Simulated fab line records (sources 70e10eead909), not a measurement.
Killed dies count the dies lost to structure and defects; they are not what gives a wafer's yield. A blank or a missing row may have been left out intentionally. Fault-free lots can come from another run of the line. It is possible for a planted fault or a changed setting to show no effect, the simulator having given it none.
The tool behind it: which one? | flow nand harc | route of 1302 steps, sampled at 1 step: 14 lots, 42 wafers

== WHAT THE GAUGES SHOWED, per wafer ==
NHARC_A_BLC_INSPECT_28. Usual: raw defect count at 565, with a standard deviation of 150.
lot  | measured     | on                | raw defect count | flag
L860 | day 22 14:00 | defect inspect-01 | 768 518 617      |
L863 | day 23 05:37 | defect inspect-01 | 732 674 431      |
L862 | day 23 08:56 | defect inspect-01 | 865 780 1066     |
L861 | day 23 13:40 | defect inspect-01 | 478 667 515      |
L864 | day 24 04:42 | defect inspect-01 | 509 829 575      |
L865 | day 24 06:12 | defect inspect-01 | 937 647 742      |
L870 | day 26 18:56 | defect inspect-01 | 848 571 944      |
L872 | day 27 21:18 | defect inspect-02 | 402 318 338      |
L873 | day 28 01:35 | defect inspect-02 | 892 789 659      |
L875 | day 28 22:19 | defect inspect-01 | 596 578 511      |
L880 | day 30 18:04 | defect inspect-02 | 647 543 481      |
L881 | day 31 02:49 | defect inspect-01 | 519 551 598      |
L883 | day 32 09:25 | defect inspect-01 | 486 782 451      |
L882 | day 32 10:17 | defect inspect-01 | 692 508 494      |

== WHAT TOOL EACH LOT RAN ON (gives the tool, then ch and the chambers of the sampled wafers, and finally the start) ==
There is no process step in the record ahead of these readings.

== AS READ BY THE TOOLS THEMSELVES (means over the sampled wafers that have a number; for cases with no such wafer, the mark the record gives instead) ==
The record holds no such reading with a usual standard deviation.

== THE ANSWER, worked out from the rows above alone ==
Rule: a lot is off if the mean of its wafers that have a number lies more than 3 standard deviations from the usual mean. A lot without any number at a reading at which 4 lots or more have one is off too. All remaining lots with rows at the step are treated as sound. Order of review: gauges by route order, followed by the tools' own readings, for which a lot's mean as printed above is used. At the first step where some lot is off, the reading lying furthest off is the one used; lots without a number count as furthest.
No lot is off at any reading shown: from this, nothing can be told.

== WHAT THE SIMULATOR HAD INSERTED ==
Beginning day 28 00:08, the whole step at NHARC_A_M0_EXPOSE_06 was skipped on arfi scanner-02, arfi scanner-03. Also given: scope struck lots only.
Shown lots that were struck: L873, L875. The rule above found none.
